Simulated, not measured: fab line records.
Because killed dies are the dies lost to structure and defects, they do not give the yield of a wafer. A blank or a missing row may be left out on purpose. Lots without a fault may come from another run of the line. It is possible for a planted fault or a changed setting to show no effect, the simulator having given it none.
Chamber matching + flow n5 finfet + 4 sister chambers for N5_BEOL_M2_VIA_ETCH_34 on rie diel-03
The step etches the open film in C4F6/O2, target depth 69.4 nm, time 65.9 s. 4 wafers are shown with their chamber, then 9 later ones without.

== WAFERS WITH THEIR CHAMBER ==
| wafer  | chamber | throttle valve pct (%) |
|--------|---------|------------------------|
| L083.5 | 1       | 30.68                  |
| L084.1 | 3       | 30.73                  |
| L084.2 | 0       | 30.85                  |
| L084.5 | 2       | 30.01                  |

== WAFERS WITH NO CHAMBER GIVEN ==
| wafer  | throttle valve pct (%) |
|--------|------------------------|
| L091.1 | 30.86                  |
| L091.3 | 30.02                  |
| L091.6 | 30.87                  |
| L095.1 | 30.46                  |
| L095.3 | 30.86                  |
| L095.6 | 30.88                  |
| L097.1 | 30.72                  |
| L097.2 | 30.49                  |
| L097.3 | 30.04                  |

== WHICH CHAMBER EACH ONE RAN IN ==
| wafer  | from the rows above          | in truth |
|--------|------------------------------|----------|
| L091.1 | can't be placed: 0 or 3 or 1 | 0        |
| L091.3 | 2                            | 2        |
| L091.6 | can't be placed: 0 or 3 or 1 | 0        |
| L095.1 | can't be placed: 1 or 3 or 0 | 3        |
| L095.3 | can't be placed: 0 or 3 or 1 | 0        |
| L095.6 | can't be placed: 0 or 3 or 1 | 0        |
| L097.1 | can't be placed: 3 or 1 or 0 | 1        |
| L097.2 | can't be placed: 1 or 3 or 0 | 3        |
| L097.3 | 2                            | 2        |
Placed correctly: 2 of 9. Not placeable from these rows: 7 (in 7, the candidates include the true chamber). Number placed wrongly: 0.
How it was worked out, from the rows above alone: a wafer's distance from a chamber is the root of the sum, over the readings, of the square of ((its reading less the chamber's mean) divided by the reading's scatter). If the next closest chamber is less than 2 further off than the closest, the wafer can't be placed; otherwise it belongs to the closest. For every chamber, the mean is computed from those of its wafers that are shown. The scatter: with one shown wafer a chamber, the root of the mean of the squares of how far each hidden wafer lies from its nearest shown one.
